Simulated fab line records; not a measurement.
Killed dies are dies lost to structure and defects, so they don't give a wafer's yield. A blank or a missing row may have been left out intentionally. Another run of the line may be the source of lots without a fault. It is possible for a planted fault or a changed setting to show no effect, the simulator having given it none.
fab line records ; flow n5Finfet ; part 2 of 2: steps 17 to 22 of 22
record lots=5; wafers=15; lastDay=17
route steps=1938 shown FIN_SAQP@115
lots untouched by any fault: they come from a run of this same line in which no faults occurred
startH: hours from the record's first day to the start of the lot's first wafer shown ; waitH: time in hours since the lot's previous step ; " same as the row above ; L1.1+2: one row covering several wafers at once ; - no value, or no start given ; * or withheld: withheld ; < > ~ a bound
route shown NAME@n: names a module that has steps shown in the file, with the first one's number in the route ; usual: mean/standard deviation taken from wafers without a fault ; same: alike in all rows ; chamber/n: place in a boat ; sites: readings site by site ; _std_site: the values' standard deviation ; _edge_site: outer sites' mean less inner sites' ; radiusMm: for every site, how far away it sits from the centre of the wafer ; mask NAME#n: copy n ; behind: tool/chamber where the wafer was last shaped ; hold: the reason the lot was held/the length of the hold in hours/how it ended ; device: the n, p or np transistor that did not switch ; end of line: the route-end tests of the same wafers ; a step with no rows: only its recipe ; killed: dies lost to structure and defects at the first sort, not the wafer's yield ; map: the dies of a wafer, with x for killed, . for not killed, _ for no die there
set.NAME: the setting as run; set.NAME@STEP: as run at that earlier step ; model.NAME: the simulator's own value behind a step, which no gauge read
lots at some steps of the route; a table a step, a row a wafer
services: the hour from which a tool's chamber was out of use, counted from the record's first day as startH (under 0 if before that day), plus the number of hours and why
## steps
# step N5_FIN_SAQP_MANDREL_ETCH_58
# recipe chemistry=HBr/Cl2; target=a-Si; targetDepthA=450; btTimeS=10; stopOn=SiNx; maskMaterial=SiO2; overEtchFrac=0.8; timeS=27; pressureMtorr=10; icpW=800; biasW=75; HBr_flow_sccm=150; Cl2_flow_sccm=80; ends=endPoint
# usual drypumpMotorCurrentA=5.7/0.52; oesProductAu=0.698/0.014; throttleValvePct=35.4/0.43
lot.wafer;tool;chamber;startH;waitH;drypumpMotorCurrentA;oesProductAu;rfHoursCounterH;throttleValvePct
L085.1;rieSi-06;2;91.28;0.0;5.8;0.673;40;35.1
L085.2;rieSi-06;3;91.28;0.0;5.0;0.685;106;36.0
L085.3;rieSi-06;0;91.28;0.0;5.2;0.698;162;35.9
L086.2;rieSi-02;0;98.04;0.0;6.5;0.694;133;35.4
L086.5;rieSi-02;0;98.04;0.0;6.5;0.691;-;35.4
L086.6;rieSi-02;3;98.04;0.0;5.4;0.711;-;35.4
L091.2;rieSi-06;0;126.74;0.0;5.1;0.710;163;35.8
L091.4;rieSi-06;3;126.74;0.0;5.0;0.697;-;36.0
L091.6;rieSi-06;1;126.74;0.0;5.8;0.706;-;35.6
L093.2;rieSi-04;0;139.82;0.0;4.9;0.719;2;34.8
L093.5;rieSi-04;0;139.82;0.0;4.8;0.726;-;34.8
L093.6;rieSi-04;3;139.82;0.0;6.5;0.695;-;35.0
L096.3;rieSi-04;1;156.17;0.0;5.7;0.690;98;36.1
L096.4;rieSi-04;0;156.17;0.0;4.8;0.727;2;34.9
L096.6;rieSi-04;0;156.17;0.0;4.8;0.726;-;34.8
# step N5_FIN_SAQP_RECESS_63
# recipe chemistry=HF/NH3; target=SiO2; targetDepthA=180; afsCycles=3; tempC=30; sublimationTempC=180; sublimationTimeS=60
# usual drypumpMotorCurrentA=5.9/0.55
lot.wafer;tool;chamber;startH;waitH;drypumpMotorCurrentA
L085.1;vaporEtch-02;1;91.40;0.1;6.2
L085.2;vaporEtch-02;0;91.40;0.1;6.2
L085.3;vaporEtch-02;0;91.40;0.1;6.2
L086.2;vaporEtch-02;1;98.12;0.1;6.2
L086.5;vaporEtch-02;1;98.12;0.1;6.2
L086.6;vaporEtch-02;0;98.12;0.1;6.2
L091.2;vaporEtch-02;1;126.82;0.1;6.2
L091.4;vaporEtch-02;0;126.82;0.1;6.2
L091.6;vaporEtch-02;0;126.82;0.1;6.2
L093.2;vaporEtch-01;0;139.90;0.1;6.3
L093.5;vaporEtch-01;1;139.90;0.1;4.8
L093.6;vaporEtch-01;0;139.90;0.1;6.3
L096.3;vaporEtch-01;1;156.37;0.2;4.8
L096.4;vaporEtch-01;0;156.37;0.2;6.3
L096.6;vaporEtch-01;1;156.37;0.2;4.8
# step N5_FIN_SAQP_COAT_68
# recipe resist=SOC; tempC=250; timeS=60; spinRpm=1500; resistThkNm=100
# usual plateTempC=250.02/0.14
lot.wafer;tool;chamber;startH;waitH;plateTempC
L085.1;lithoTrack-02;0;91.79;0.3;250.00
L085.2;lithoTrack-02;0;91.79;0.3;249.98
L085.3;lithoTrack-02;0;91.79;0.3;250.07
L086.2;lithoTrack-05;0;98.51;0.3;250.14
L086.5;lithoTrack-05;0;98.51;0.3;250.12
L086.6;lithoTrack-05;0;98.51;0.3;250.13
L091.2;lithoTrack-03;0;127.21;0.3;249.87
L091.4;lithoTrack-03;0;127.21;0.3;249.90
L091.6;lithoTrack-03;0;127.21;0.3;250.20
L093.2;lithoTrack-02;0;140.29;0.3;249.88
L093.5;lithoTrack-02;0;140.29;0.3;250.05
L093.6;lithoTrack-02;0;140.29;0.3;250.16
L096.3;lithoTrack-05;0;156.65;0.2;249.90
L096.4;lithoTrack-05;0;156.65;0.2;249.96
L096.6;lithoTrack-05;0;156.65;0.2;249.98
# step N5_FIN_SAQP_ETCH_69
# recipe chemistry=N2/H2; target=SOC; targetDepthA=1500; stopOn=SiNx; ionEnergyEv=100; biasW=61; pressureMtorr=30; sourceW=850; n2FlowSccm=200; h2FlowSccm=200
# usual drypumpMotorCurrentA=5.6/0.42; h2FlowSccm=200.1/0.54; oesProductAu=0.79/0.091; rfVppV=240.7/1.3; showerheadPlenumPTorr=2.54/0.083; throttleValvePct=17.8/0.32
lot.wafer;tool;chamber;startH;waitH;drypumpMotorCurrentA;h2FlowSccm;oesProductAu;rfHoursCounterH;rfVppV;showerheadPlenumPTorr;throttleValvePct
L085.1;rieDiel-01;3;91.91;-;5.2;200.4;0.90;18;239.7;2.49;17.7
L085.2;rieDiel-01;2;91.91;-;5.8;200.7;0.72;192;238.0;2.54;18.3
L085.3;rieDiel-01;0;91.91;-;5.1;199.7;0.87;35;240.4;2.49;17.4
L086.2;rieDiel-05;1;98.58;-;5.5;200.7;0.75;168;241.2;2.53;18.1
L086.5;rieDiel-05;3;98.58;-;5.6;199.7;0.74;-;241.3;2.54;17.9
L086.6;rieDiel-05;2;98.58;-;6.2;199.2;0.69;-;242.1;2.64;18.1
L091.2;rieDiel-01;0;127.27;-;5.1;200.7;0.85;50;239.7;2.48;17.4
L091.4;rieDiel-01;3;127.27;-;5.2;200.5;0.87;33;239.5;2.48;17.7
L091.6;rieDiel-01;2;127.27;-;5.8;200.2;0.71;-;240.1;2.54;18.4
L093.2;rieDiel-01;1;140.44;-;5.6;199.9;0.91;19;241.6;2.60;17.5
L093.5;rieDiel-01;1;140.44;-;5.6;199.9;0.91;-;240.5;2.60;17.5
L093.6;rieDiel-01;2;140.44;-;5.8;200.4;0.70;-;239.2;2.53;18.4
L096.3;rieDiel-01;0;156.74;-;5.0;199.7;0.83;64;240.5;2.47;17.4
L096.4;rieDiel-01;2;156.74;-;5.8;200.0;0.70;221;240.9;2.53;18.4
L096.6;rieDiel-01;0;156.74;-;5.1;199.9;0.82;-;240.4;2.47;17.4
# step N5_FIN_SAQP_ETCH_67
# recipe chemistry=CH3F/O2; target=SiNx; targetDepthA=300; maskMaterial=SOC; pressureMtorr=30; sourceW=395; biasW=73; Ar_flow_sccm=150; CH3F_flow_sccm=30; O2_flow_sccm=20; ionEnergyEv=120
# usual drypumpMotorCurrentA=5.6/0.42; oes_f_703_au=0.80/0.09; oesProductAu=0.81/0.097; rfVppV=300/4.3; showerheadPlenumPTorr=2.00/0.061; throttleValvePct=16.31/0.29
lot.wafer;tool;chamber;startH;waitH;drypumpMotorCurrentA;oes_f_703_au;oesProductAu;rfHoursCounterH;rfVppV;showerheadPlenumPTorr;throttleValvePct
L085.1;rieDiel-01;3;91.97;0.0;5.2;0.88;0.90;18;302;1.97;16.34
L085.2;rieDiel-01;2;91.97;0.0;5.8;0.71;0.73;192;298;1.97;16.68
L085.3;rieDiel-01;0;91.97;0.0;5.1;0.87;0.88;35;300;1.96;15.99
L086.2;rieDiel-05;1;98.64;0.0;5.5;0.75;0.76;168;297;2.00;16.78
L086.5;rieDiel-05;3;98.64;0.0;5.6;0.78;0.75;-;291;2.01;16.49
L086.6;rieDiel-05;2;98.64;0.0;6.2;0.70;0.70;-;296;2.06;16.49
L091.2;rieDiel-01;0;127.33;0.0;5.1;0.84;0.86;50;300;1.96;16.04
L091.4;rieDiel-01;3;127.33;0.0;5.2;0.85;0.88;33;304;1.96;16.35
L091.6;rieDiel-01;2;127.33;0.0;5.8;0.70;0.71;-;299;1.97;16.71
L093.2;rieDiel-01;1;140.50;0.0;5.5;0.95;0.95;19;297;2.03;15.87
L093.5;rieDiel-01;1;140.50;0.0;5.5;0.94;0.94;-;297;2.03;15.89
L093.6;rieDiel-01;2;140.50;0.0;5.8;0.70;0.70;-;299;1.97;16.71
L096.3;rieDiel-01;0;156.80;0.0;5.0;0.82;0.84;64;301;1.95;16.06
L096.4;rieDiel-01;2;156.80;0.0;5.8;0.69;0.71;221;298;1.96;16.74
L096.6;rieDiel-01;0;156.80;0.0;5.1;0.82;0.83;-;301;1.95;16.05
# step N5_FIN_SAQP_STRIP_70
# recipe chemistry=N2/H2; powerW=500; tempC=40; pressureMtorr=50; rfFrequencyHz=6e+07; overashFraction=0.3; biasPowerW=28; h2Frac=0.5; n2FlowSccm=300; h2FlowSccm=300
# usual drypumpMotorCurrentA=5.6/0.42; h2FlowSccm=300.2/0.95; oesProductAu=0.81/0.098; rfVppV=121.9/0.99; showerheadPlenumPTorr=3.36/0.11; throttleValvePct=18.9/0.44
lot.wafer;tool;chamber;startH;waitH;drypumpMotorCurrentA;h2FlowSccm;oesProductAu;rfHoursCounterH;rfVppV;showerheadPlenumPTorr;throttleValvePct
L085.1;rieDiel-01;3;92.01;0.0;5.2;300.4;0.93;18;121.2;3.29;18.6
L085.2;rieDiel-01;2;92.01;0.0;5.8;300.7;0.73;192;122.0;3.36;19.7
L085.3;rieDiel-01;0;92.01;0.0;5.1;302.2;0.90;35;122.3;3.29;18.3
L086.2;rieDiel-05;1;98.68;0.0;5.5;300.7;0.76;168;122.2;3.34;19.2
L086.5;rieDiel-05;3;98.68;0.0;5.6;298.4;0.74;-;120.8;3.36;19.0
L086.6;rieDiel-05;2;98.68;0.0;6.2;299.9;0.72;-;121.6;3.49;19.2
L091.2;rieDiel-01;0;127.37;0.0;5.1;298.7;0.86;50;121.4;3.28;18.3
L091.4;rieDiel-01;3;127.37;0.0;5.2;300.3;0.89;33;122.0;3.28;18.6
L091.6;rieDiel-01;2;127.37;0.0;5.8;299.0;0.71;-;123.3;3.35;19.7
L093.2;rieDiel-01;1;140.54;0.0;5.6;299.7;0.93;19;121.6;3.43;18.9
L093.5;rieDiel-01;1;140.54;0.0;5.6;300.6;0.94;-;123.5;3.43;18.9
L093.6;rieDiel-01;2;140.54;0.0;5.8;300.2;0.71;-;122.9;3.35;19.7
L096.3;rieDiel-01;0;156.84;0.0;5.1;300.3;0.84;64;120.7;3.27;18.4
L096.4;rieDiel-01;2;156.84;0.0;5.8;299.8;0.70;221;121.3;3.34;19.8
L096.6;rieDiel-01;0;156.84;0.0;5.1;299.7;0.85;-;122.0;3.27;18.4
## services
tool;chamber;startH;hours;kind
aldSin-02;-;69.06;6.0;pm
wetBench-04;-;70.00;2.1;repair
lithoTrack-03;-;71.85;-;consumableReplace:filter
rieDiel-05;0;77.23;7.1;repair
rieDiel-03;1;79.92;-;clean
rieDiel-03;1;79.92;-;consumableReplace:focusRing
rieDiel-03;1;79.92;18.9;scheduledDown
rieDiel-03;1;79.92;18.9;ventCycle
aldSin-02;-;88.84;0.5;repair
rieDiel-01;1;94.09;2.9;repair
lithoTrack-02;-;106.52;-;consumableReplace:filter
vaporEtch-02;-;110.56;2.8;pm
lithoTrack-03;-;115.09;-;consumableReplace:filter
rieSi-06;2;119.39;14.2;repair
rieDiel-05;0;122.16;10.0;repair
rieDiel-03;-;128.90;15.6;pm
rieSi-02;1;129.06;2.3;repair
rieSi-06;-;131.07;2.8;pm
